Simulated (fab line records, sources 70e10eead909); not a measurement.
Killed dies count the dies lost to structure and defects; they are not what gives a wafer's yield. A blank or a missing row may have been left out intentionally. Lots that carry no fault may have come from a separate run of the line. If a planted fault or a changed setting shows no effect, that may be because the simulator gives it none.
Chamber matching + flow nand-harc + NHARC_A_STAIRCASE_ETCH_253 on rie-diel-04: 4 sister chambers
The step etches the open film in C4F8/O2, target depth 50 nm, time 20.2 s. 4 wafers are shown with their chamber, then 11 later ones without.

## WAFERS PAIRED WITH THEIR CHAMBERS
| wafer  | chamber | rf-vpp-V (V) |
|--------|---------|--------------|
| L085.1 | 3       | 899          |
| L086.4 | 2       | 903          |
| L086.6 | 1       | 889          |
| L092.4 | 0       | 897          |

## WAFERS WITH NO CHAMBER GIVEN
| wafer  | rf-vpp-V (V) |
|--------|--------------|
| L092.5 | 890          |
| L092.6 | 896          |
| L094.1 | 904          |
| L094.3 | 899          |
| L094.4 | 894          |
| L095.3 | 902          |
| L095.4 | 898          |
| L095.5 | 903          |
| L095.1 | 889          |
| L095.2 | 893          |
| L095.6 | 899          |

## THE CHAMBER EACH PASSED THROUGH
| wafer  | from the rows above          | in truth |
|--------|------------------------------|----------|
| L092.5 | 1                            | 1        |
| L092.6 | can't be placed: 0 or 3      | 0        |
| L094.1 | 2                            | 2        |
| L094.3 | can't be placed: 3 or 0      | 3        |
| L094.4 | can't be placed: 0 or 1 or 3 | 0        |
| L095.3 | can't be placed: 2 or 3      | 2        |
| L095.4 | can't be placed: 0 or 3      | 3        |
| L095.5 | 2                            | 2        |
| L095.1 | 1                            | 1        |
| L095.2 | can't be placed: 0 or 1 or 3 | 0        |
| L095.6 | can't be placed: 3 or 0      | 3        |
Correctly placed: 4 of 11. Can't be placed from these rows: 7 (the true chamber is among the candidates in 7). Wrongly placed: 0.
How it was worked out, from the rows above alone: a wafer's distance from a chamber is the root of the sum, over the readings, of the square of ((its reading less the chamber's mean) divided by the reading's scatter). The wafer belongs to the nearest chamber; if the next one is less than 2 further off, it can't be placed. A chamber's mean is the mean of its shown wafers. The scatter: with one shown wafer a chamber, the root of the mean of the squares of how far each hidden wafer lies from its nearest shown one.
